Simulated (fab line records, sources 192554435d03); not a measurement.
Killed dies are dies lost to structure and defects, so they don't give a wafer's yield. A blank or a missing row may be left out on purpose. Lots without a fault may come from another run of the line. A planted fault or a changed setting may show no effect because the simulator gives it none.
Which tool did it? | flow n5_finfet | 24 lots, 72 wafers sampled, at 6 steps of a route of 1938

WHAT THE GAUGES READ, wafer by wafer
N5_BEOL_M10_INSPECT_58: inspects for defects (darkfield). Usual: raw_defect_count 72, standard deviation 23.
lot  | measured     | on                | raw_defect_count | flag
L074 | day 11 22:18 | defect_inspect-02 | 39 41 30         |
L076 | day 12 01:02 | defect_inspect-02 | 45 53 71         |
L075 | day 12 01:41 | defect_inspect-01 | 80 54 76         |
L079 | day 12 02:46 | defect_inspect-01 | 62 71 69         |
L082 | day 12 08:53 | defect_inspect-02 | 58 76 77         |
L077 | day 12 11:48 | defect_inspect-01 | 81 59 71         |
L081 | day 12 11:55 | defect_inspect-01 | 72 98 78         |
L080 | day 12 13:18 | defect_inspect-01 | 70 55 55         |
L078 | day 13 14:07 | defect_inspect-01 | 51 62 70         |
L084 | day 13 23:19 | defect_inspect-01 | 109 107 140      |
L086 | day 14 00:41 | defect_inspect-02 | 51 40 65         |
L083 | day 14 00:58 | defect_inspect-01 | 57 106 58        |
L085 | day 14 01:15 | defect_inspect-01 | 127 69 81        |
L089 | day 14 22:14 | defect_inspect-02 | 84 41 91         |
L088 | day 14 22:17 | defect_inspect-02 | 68 94 46         |
L087 | day 15 00:17 | defect_inspect-02 | 42 76 40         |
L090 | day 15 03:53 | defect_inspect-02 | 96 78 81         |
L091 | day 15 15:20 | defect_inspect-01 | 89 103 83        |
L092 | day 15 16:35 | defect_inspect-01 | 104 80 83        |
L093 | day 15 23:57 | defect_inspect-02 | 40 67 81         |
L094 | day 16 01:53 | defect_inspect-02 | 79 83 55         |
L095 | day 16 09:59 | defect_inspect-01 | 79 85 61         |
L096 | day 17 00:55 | defect_inspect-01 | 94 116 76        |
L097 | day 17 00:59 | defect_inspect-01 | 83 59 56         |

N5_BEOL_M12_INSPECT_30: inspects for defects (macro). Usual: raw_defect_count 2.0, standard deviation 1.4.
lot  | measured     | on                | raw_defect_count | flag
L074 | day 12 09:05 | defect_inspect-01 | 2 1 2            |
L076 | day 12 13:02 | defect_inspect-01 | 3 0 2            |
L075 | day 12 10:13 | defect_inspect-01 | 1 0 1            |
L079 | day 12 13:19 | defect_inspect-01 | 0 3 1            |
L082 | day 12 19:41 | defect_inspect-02 | 1 2 0            |
L077 | day 12 20:52 | defect_inspect-02 | 1 2 2            |
L081 | day 12 20:34 | defect_inspect-01 | 1 3 0            |
L080 | day 12 23:20 | defect_inspect-01 | 6 3 5            |
L078 | day 14 01:01 | defect_inspect-01 | 0 4 4            |
L084 | day 14 08:28 | defect_inspect-02 | 2 1 1            |
L086 | day 14 09:53 | defect_inspect-01 | 1 3 3            |
L083 | day 14 09:20 | defect_inspect-01 | 1 1 0            |
L085 | day 14 10:32 | defect_inspect-02 | 4 1 2            |
L089 | day 15 09:07 | defect_inspect-01 | 1 1 1            |
L088 | day 15 09:42 | defect_inspect-01 | 2 4 1            |
L087 | day 15 10:23 | defect_inspect-02 | 2 4 0            |
L090 | day 15 17:10 | defect_inspect-01 | 0 2 0            |
L091 | day 16 03:14 | defect_inspect-02 | 1 1 0            |
L092 | day 16 05:02 | defect_inspect-02 | 1 2 1            |
L093 | day 16 10:11 | defect_inspect-01 | 1 5 4            |
L094 | day 16 09:51 | defect_inspect-02 | 0 3 2            |
L095 | day 17 00:11 | defect_inspect-02 | 1 2 5            |
L096 | day 17 09:52 | defect_inspect-01 | 0 3 1            |
L097 | day 17 10:29 | defect_inspect-01 | 3 1 3            |

WHICH TOOL RAN EACH LOT (tool, then ch and the chambers of the sampled wafers, then the start)
lot  | N5_BEOL_M11_PECVD_70            | N5_BEOL_M11_HM_DEP_02        | N5_BEOL_M11_ETCH_66                | N5_BEOL_M11_PRE_CLEAN_45
L074 | pecvd-02 ch 0,2, day 11 23:01   | pvd_sputter-01, day 12 00:35 | rie_diel-04 ch 2,3, day 12 02:58   | pvd_sputter-01, day 12 04:17
L076 | pecvd-01 ch 0,2, day 12 02:29   | pvd_sputter-03, day 12 03:41 | rie_diel-04 ch 1,2,3, day 12 06:19 | pvd_sputter-01, day 12 07:38
L075 | pecvd-01 ch 0,1, day 12 02:21   | pvd_sputter-01, day 12 03:31 | rie_diel-04 ch 0,1, day 12 05:16   | pvd_sputter-02, day 12 07:04
L079 | pecvd-01 ch 0,1,2, day 12 03:55 | pvd_sputter-01, day 12 04:08 | rie_diel-02 ch 0,1,2, day 12 06:24 | pvd_sputter-03, day 12 08:04
L082 | pecvd-01 ch 1,2, day 12 09:34   | pvd_sputter-03, day 12 10:58 | rie_diel-02 ch 0,1,2, day 12 14:08 | pvd_sputter-02, day 12 15:32
L077 | pecvd-02 ch 1,2, day 12 12:57   | pvd_sputter-01, day 12 13:01 | rie_diel-05 ch 1,2,3, day 12 15:26 | pvd_sputter-01, day 12 17:47
L081 | pecvd-04 ch 0,1,2, day 12 12:35 | pvd_sputter-02, day 12 12:44 | rie_diel-05 ch 0,1,3, day 12 14:59 | pvd_sputter-03, day 12 16:38
L080 | pecvd-04 ch 0,1, day 12 13:58   | pvd_sputter-01, day 12 15:03 | rie_diel-04 ch 0,1,3, day 12 17:42 | pvd_sputter-01, day 12 19:01
L078 | pecvd-04 ch 0,2, day 13 15:45   | pvd_sputter-02, day 13 16:32 | rie_diel-02 ch 2,3, day 13 20:16   | pvd_sputter-03, day 13 21:47
L084 | pecvd-02 ch 0,1,2, day 14 00:01 | pvd_sputter-03, day 14 00:47 | rie_diel-05 ch 1,2, day 14 03:23   | pvd_sputter-02, day 14 04:39
L086 | pecvd-02 ch 0,2, day 14 01:23   | pvd_sputter-03, day 14 02:16 | rie_diel-04 ch 0,1, day 14 04:46   | pvd_sputter-02, day 14 06:13
L083 | pecvd-04 ch 0,1, day 14 01:39   | pvd_sputter-03, day 14 02:45 | rie_diel-05 ch 0,1, day 14 04:28   | pvd_sputter-02, day 14 05:37
L085 | pecvd-01 ch 0,1,2, day 14 01:55 | pvd_sputter-03, day 14 02:51 | rie_diel-05 ch 0,1, day 14 05:05   | pvd_sputter-02, day 14 06:17
L089 | pecvd-04 ch 0,1,2, day 14 22:55 | pvd_sputter-03, day 14 23:49 | rie_diel-02 ch 0,1,3, day 15 02:54 | pvd_sputter-03, day 15 03:56
L088 | pecvd-02 ch 0,1,2, day 14 22:58 | pvd_sputter-03, day 14 23:55 | rie_diel-04 ch 0,1,2, day 15 04:38 | pvd_sputter-03, day 15 06:40
L087 | pecvd-02 ch 0,1, day 15 01:04   | pvd_sputter-01, day 15 03:23 | rie_diel-04 ch 2,3, day 15 06:14   | pvd_sputter-02, day 15 07:15
L090 | pecvd-04 ch 0,1,2, day 15 04:34 | pvd_sputter-03, day 15 06:25 | rie_diel-05 ch 2,3, day 15 11:34   | pvd_sputter-02, day 15 13:41
L091 | pecvd-01 ch 0,1, day 15 16:05   | pvd_sputter-02, day 15 19:35 | rie_diel-04 ch 0,1, day 15 22:48   | pvd_sputter-03, day 15 23:50
L092 | pecvd-01 ch 0,1, day 15 17:14   | pvd_sputter-02, day 15 19:47 | rie_diel-02 ch 0,2,3, day 15 23:33 | pvd_sputter-01, day 16 00:35
L093 | pecvd-02 ch 1,2, day 16 00:37   | pvd_sputter-02, day 16 02:37 | rie_diel-05 ch 0,1,3, day 16 05:19 | pvd_sputter-02, day 16 06:24
L094 | pecvd-01 ch 0,2, day 16 02:45   | pvd_sputter-03, day 16 03:04 | rie_diel-04 ch 1,2,3, day 16 05:17 | pvd_sputter-03, day 16 06:19
L095 | pecvd-02 ch 0,1,2, day 16 10:40 | pvd_sputter-01, day 16 12:38 | rie_diel-05 ch 1,2,3, day 16 17:46 | pvd_sputter-03, day 16 18:47
L096 | pecvd-04 ch 1,2, day 17 02:04   | pvd_sputter-01, day 17 03:16 | rie_diel-04 ch 0,2,3, day 17 05:14 | pvd_sputter-02, day 17 06:29
L097 | pecvd-02 ch 0,1,2, day 17 01:56 | pvd_sputter-03, day 17 02:59 | rie_diel-02 ch 1,2,3, day 17 05:45 | pvd_sputter-02, day 17 06:49
- N5_BEOL_M11_PECVD_70: deposits SiO2 from TEOS/O2, target thk 20 nm, time 22.7 s.
- N5_BEOL_M11_HM_DEP_02: deposits TiN, target thk 20 nm.
- N5_BEOL_M11_ETCH_66: etches SOC in N2/H2, target depth 120 nm, overetch 24 nm, time 180 s.
- N5_BEOL_M11_PRE_CLEAN_45: time 30 s.

WHAT THE TOOLS THEMSELVES READ (means of the sampled wafers that have a number; where no wafer has one, the mark that the record gives instead)
N5_BEOL_M11_PECVD_70. Usual: heater_power_w 711 W, standard deviation 100; showerhead_plenum_p_Torr 8.76 Torr, standard deviation 0.074; throttle_valve_pct 22.3 %, standard deviation 0.66.
lot  | tool     | heater_power_w (W) | showerhead_plenum_p_Torr (Torr) | throttle_valve_pct (%) | flag
L074 | pecvd-02 | 664                | 8.83                            | 22.0                   |
L076 | pecvd-01 | 652                | 8.67                            | 21.8                   |
L075 | pecvd-01 | 660                | 8.72                            | 23.0                   |
L079 | pecvd-01 | 629                | 8.69                            | 22.2                   |
L082 | pecvd-01 | 583                | 8.70                            | 22.0                   |
L077 | pecvd-02 | 688                | 8.81                            | 22.3                   |
L081 | pecvd-04 | 779                | 8.79                            | 22.1                   |
L080 | pecvd-04 | 802                | 8.74                            | 21.7                   |
L078 | pecvd-04 | 795                | 8.86                            | 22.5                   |
L084 | pecvd-02 | 703                | 8.80                            | 22.6                   |
L086 | pecvd-02 | 681                | 8.83                            | 22.1                   |
L083 | pecvd-04 | 863                | 8.75                            | 22.0                   |
L085 | pecvd-01 | 643                | 8.70                            | 22.3                   |
L089 | pecvd-04 | 823                | 8.79                            | 22.0                   |
L088 | pecvd-02 | 707                | 8.81                            | 22.5                   |
L087 | pecvd-02 | 698                | 8.78                            | 22.4                   |
L090 | pecvd-04 | 826                | 8.78                            | 22.0                   |
L091 | pecvd-01 | 651                | 8.71                            | 23.0                   |
L092 | pecvd-01 | 665                | 8.68                            | 22.8                   |
L093 | pecvd-02 | 658                | 8.81                            | 22.6                   |
L094 | pecvd-01 | 589                | 8.69                            | 21.7                   |
L095 | pecvd-02 | 653                | 8.79                            | 22.6                   |
L096 | pecvd-04 | 735                | 8.77                            | 21.9                   |
L097 | pecvd-02 | 725                | 8.81                            | 22.5                   |

N5_BEOL_M11_HM_DEP_02. Usual: throttle_valve_pct 30.1 %, standard deviation 1.5.
lot  | tool           | throttle_valve_pct (%) | flag
L074 | pvd_sputter-01 | 30.5                   |
L076 | pvd_sputter-03 | 31.6                   |
L075 | pvd_sputter-01 | 29.5                   |
L079 | pvd_sputter-01 | 29.3                   |
L082 | pvd_sputter-03 | 32.4                   |
L077 | pvd_sputter-01 | 30.7                   |
L081 | pvd_sputter-02 | 30.5                   |
L080 | pvd_sputter-01 | 30.5                   |
L078 | pvd_sputter-02 | 30.3                   |
L084 | pvd_sputter-03 | 29.7                   |
L086 | pvd_sputter-03 | 31.1                   |
L083 | pvd_sputter-03 | 29.6                   |
L085 | pvd_sputter-03 | 31.1                   |
L089 | pvd_sputter-03 | 28.9                   |
L088 | pvd_sputter-03 | 29.0                   |
L087 | pvd_sputter-01 | 30.5                   |
L090 | pvd_sputter-03 | 31.0                   |
L091 | pvd_sputter-02 | 30.5                   |
L092 | pvd_sputter-02 | 30.5                   |
L093 | pvd_sputter-02 | 30.5                   |
L094 | pvd_sputter-03 | 30.9                   |
L095 | pvd_sputter-01 | 30.5                   |
L096 | pvd_sputter-01 | 30.5                   |
L097 | pvd_sputter-03 | 29.0                   |

N5_BEOL_M11_ETCH_66. Usual: drypump_motor_current_A 5.7 A, standard deviation 0.32; h2_flow_sccm 200.1 sccm, standard deviation 0.57; oes_product_au 0.64 a.u., standard deviation 0.073; rf_vpp_V 524.0 V, standard deviation 2.4; showerhead_plenum_p_Torr 2.55 Torr, standard deviation 0.088; throttle_valve_pct 17.80 %, standard deviation 0.21.
lot  | tool        | drypump_motor_current_A (A) | h2_flow_sccm (sccm) | oes_product_au (a.u.) | rf_vpp_V (V) | showerhead_plenum_p_Torr (Torr) | throttle_valve_pct (%) | flag
L074 | rie_diel-04 | 5.7                         | 200.6               | 0.69                  | 520.7        | 2.47                            | 17.77                  |
L076 | rie_diel-04 | 5.7                         | 201.0               | 0.62                  | 524.3        | 2.52                            | 17.88                  |
L075 | rie_diel-04 | 5.8                         | 199.7               | 0.57                  | 525.4        | 2.60                            | 17.96                  |
L079 | rie_diel-02 | 5.6                         | 199.9               | 0.70                  | 522.9        | 2.55                            | 17.65                  |
L082 | rie_diel-02 | 5.6                         | 200.4               | 0.69                  | 523.8        | 2.55                            | 17.66                  |
L077 | rie_diel-05 | 5.8                         | 200.0               | 0.66                  | 525.6        | 2.61                            | 17.69                  |
L081 | rie_diel-05 | 5.6                         | 200.3               | 0.66                  | 525.2        | 2.60                            | 17.75                  |
L080 | rie_diel-04 | 5.7                         | 199.8               | 0.57                  | 522.9        | 2.52                            | 18.07                  |
L078 | rie_diel-02 | 5.6                         | 200.3               | 0.72                  | 523.6        | 2.52                            | 17.76                  |
L084 | rie_diel-05 | 5.6                         | 200.6               | 0.60                  | 524.0        | 2.53                            | 17.61                  |
L086 | rie_diel-04 | 5.8                         | 200.5               | 0.57                  | 524.1        | 2.55                            | 18.07                  |
L083 | rie_diel-05 | 5.2                         | 199.9               | 0.63                  | 524.8        | 2.55                            | 17.65                  |
L085 | rie_diel-05 | 5.3                         | 200.3               | 0.60                  | 522.7        | 2.52                            | 17.68                  |
L089 | rie_diel-02 | 5.5                         | 200.5               | 0.65                  | 521.7        | 2.50                            | 17.77                  |
L088 | rie_diel-04 | 5.8                         | 200.0               | 0.61                  | 523.7        | 2.54                            | 17.89                  |
L087 | rie_diel-04 | 5.7                         | 199.9               | 0.72                  | 524.5        | 2.57                            | 17.69                  |
L090 | rie_diel-05 | 6.0                         | 200.1               | 0.62                  | 524.8        | 2.58                            | 17.72                  |
L091 | rie_diel-04 | 5.8                         | 200.0               | 0.56                  | 524.2        | 2.54                            | 18.07                  |
L092 | rie_diel-02 | 5.5                         | 200.2               | 0.65                  | 521.9        | 2.49                            | 17.86                  |
L093 | rie_diel-05 | 5.6                         | 199.9               | 0.63                  | 524.9        | 2.59                            | 17.78                  |
L094 | rie_diel-04 | 5.7                         | 199.9               | 0.66                  | 524.9        | 2.62                            | 17.81                  |
L095 | rie_diel-05 | 5.8                         | 200.1               | 0.64                  | 525.2        | 2.59                            | 17.74                  |
L096 | rie_diel-04 | 5.7                         | 200.2               | 0.66                  | 524.0        | 2.56                            | 17.90                  |
L097 | rie_diel-02 | 5.7                         | 199.8               | 0.68                  | 523.7        | 2.55                            | 17.68                  |

N5_BEOL_M11_PRE_CLEAN_45. Usual: heater_power_w 334 W, standard deviation 30.
lot  | tool           | heater_power_w (W) | flag
L074 | pvd_sputter-01 | 360                |
L076 | pvd_sputter-01 | 280                |
L075 | pvd_sputter-02 | 328                |
L079 | pvd_sputter-03 | 348                |
L082 | pvd_sputter-02 | 336                |
L077 | pvd_sputter-01 | 298                |
L081 | pvd_sputter-03 | 373                |
L080 | pvd_sputter-01 | 297                |
L078 | pvd_sputter-03 | 340                |
L084 | pvd_sputter-02 | 332                |
L086 | pvd_sputter-02 | 312                |
L083 | pvd_sputter-02 | 340                |
L085 | pvd_sputter-02 | 330                |
L089 | pvd_sputter-03 | 358                |
L088 | pvd_sputter-03 | 350                |
L087 | pvd_sputter-02 | 320                |
L090 | pvd_sputter-02 | 321                |
L091 | pvd_sputter-03 | 349                |
L092 | pvd_sputter-01 | 298                |
L093 | pvd_sputter-02 | 324                |
L094 | pvd_sputter-03 | 368                |
L095 | pvd_sputter-03 | 358                |
L096 | pvd_sputter-02 | 321                |
L097 | pvd_sputter-02 | 318                |

THE ANSWER, worked out from the rows above alone
Rule: a lot is off if the mean of its wafers that have a number lies more than 3 standard deviations from the usual mean. A lot without any number at a reading at which 4 lots or more have one is off too. The other lots that the step has rows for count as sound. The gauges are gone through in route order, then the tools' own readings, and for those a lot's mean is taken as printed above. The first step at which some lot is off is used, and at that step the reading that is off furthest; a lot without a number counts as furthest.
No lot is off at any reading shown: from this, nothing can be told.

WHAT THE SIMULATOR HAD PUT IN
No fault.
